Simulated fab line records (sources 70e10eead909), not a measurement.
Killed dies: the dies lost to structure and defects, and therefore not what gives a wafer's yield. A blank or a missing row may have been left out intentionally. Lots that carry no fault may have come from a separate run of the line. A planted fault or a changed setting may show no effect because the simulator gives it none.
A lot that was struck, set against a sound lot -- flow nand harc -- 16 out of 1302 route steps
Sound: these wafers, L683.1, L683.3, L683.4. The struck wafers were L689.4, L689.5, L689.6. Last of all comes the cause.
For every step that has rows: the tool of each side, followed by ch and its chambers, followed by its first start. Under that, the readings that differ: sound wafers -- struck wafers -- difference of the means -- sigmas: that difference in standard deviations of wafers without a fault.
alike: same words and numbers on both sides, and readings whose means sit less than 2 such deviations apart. not compared: any withheld reading, any reading some wafer has no value for, any bound like >300 that may hide the same value, and any number with overlapping values for which the record gives no deviation.
Wherever a step has rows on one side only, a row that says differs or no value, or a row with sigmas, the two part there. Numbers that have no deviation but don't overlap get no sigmas and don't part them. Lack of a reading on every wafer of one side parts them only where that side has two or more wafers.

first, 2 steps without rows for these wafers: NHARC_A_ONON_D1_ANNEAL_15 (time 3600 s); NHARC_A_ONON_D1_DEP_16 (target thk 1000 nm).
NHARC_A_ONON_D1_THK_MEAS_18: measures by ellipsometry.
  struck on film metro-02, day 11 11:26; sound on film metro-01, day 8 16:53
reading,sound,struck,difference,sigmas
thk nm (nm),988 990 989,1016 1016 1017,+27,+2
then, no rows for these wafers at 1 step: NHARC_A_ONON_D1_DEP_19 (target thk 1000 nm).
NHARC_A_ONON_D1_THK_MEAS_21: measures by ellipsometry.
  struck on film metro-01, day 11 12:00; sound on film metro-01, day 8 17:28
  alike: thk nm
then, no rows for these wafers at 1 step: NHARC_A_ONON_D1_DEP_22 (target thk 1000 nm).
NHARC_A_ONON_D1_THK_MEAS_24: measures by ellipsometry.
  struck on film metro-01, day 11 12:34; sound on film metro-01, day 8 18:02
  alike: thk nm
then, no rows for these wafers at 1 step: NHARC_A_ONON_D1_DEP_25 (target thk 1000 nm).
NHARC_A_ONON_D1_THK_MEAS_27: measures by ellipsometry.
  struck on film metro-01, day 11 13:08; sound on film metro-01, day 8 18:36
reading,sound,struck,difference,sigmas
thk nm (nm),1014 1016 1015,990 992 991,-24,-2
then, no rows for these wafers at 1 step: NHARC_A_ONON_D1_DEP_28 (target thk 1000 nm).
NHARC_A_ONON_D1_THK_MEAS_30: measures by ellipsometry.
  struck on film metro-02, day 11 13:42; sound on film metro-01, day 8 19:10
  alike: thk nm
NHARC_A_ONON_D1_DEP_33: deposits SiO2, target thk 200 nm.
  sound on pecvd-02 ch 1,2, day 8 19:14; struck on pecvd-01 ch 0,1,2, day 11 13:53
  alike: chamber pressure Torr, flow sccm, heater power w, rf fwd power W, throttle valve pct
NHARC_A_ONON_D1_THK_MEAS_34: measures by ellipsometry.
  struck on film metro-01, day 11 14:10; sound on film metro-02, day 8 19:39
  alike: thk nm
NHARC_A_ONON_D1_INSPECT_32:
  struck on defect inspect-01, day 11 14:16; sound on defect inspect-01, day 8 19:44
reading,sound,struck,difference,sigmas
raw defect count,33 31 57,763 725 716,+694,+28
NHARC_A_CHANNEL_HOLE_D1_DEP_00: deposits aC, target thk 3100 nm.
  sound on acl dep-03 ch 0, day 8 19:49; struck on acl dep-03 ch 0, day 11 18:20
  alike: throttle valve pct
-- jump in the record: it breaks off in module A_CHANNEL_HOLE_D1 and resumes in module END (first step shown: number 1302 of the route), and 16 days separate the struck wafers' starts before and after --
NHARC_END_SORT_01:
  only the struck wafers appear in the record here, on prober-01 ch 0 at day 27 23:59; the sound ones have no rows

== WHERE THEY PART ==
Earliest at NHARC_A_ONON_D1_THK_MEAS_18; latest, in this record, at NHARC_END_SORT_01.

WHY: whatever the simulator had introduced
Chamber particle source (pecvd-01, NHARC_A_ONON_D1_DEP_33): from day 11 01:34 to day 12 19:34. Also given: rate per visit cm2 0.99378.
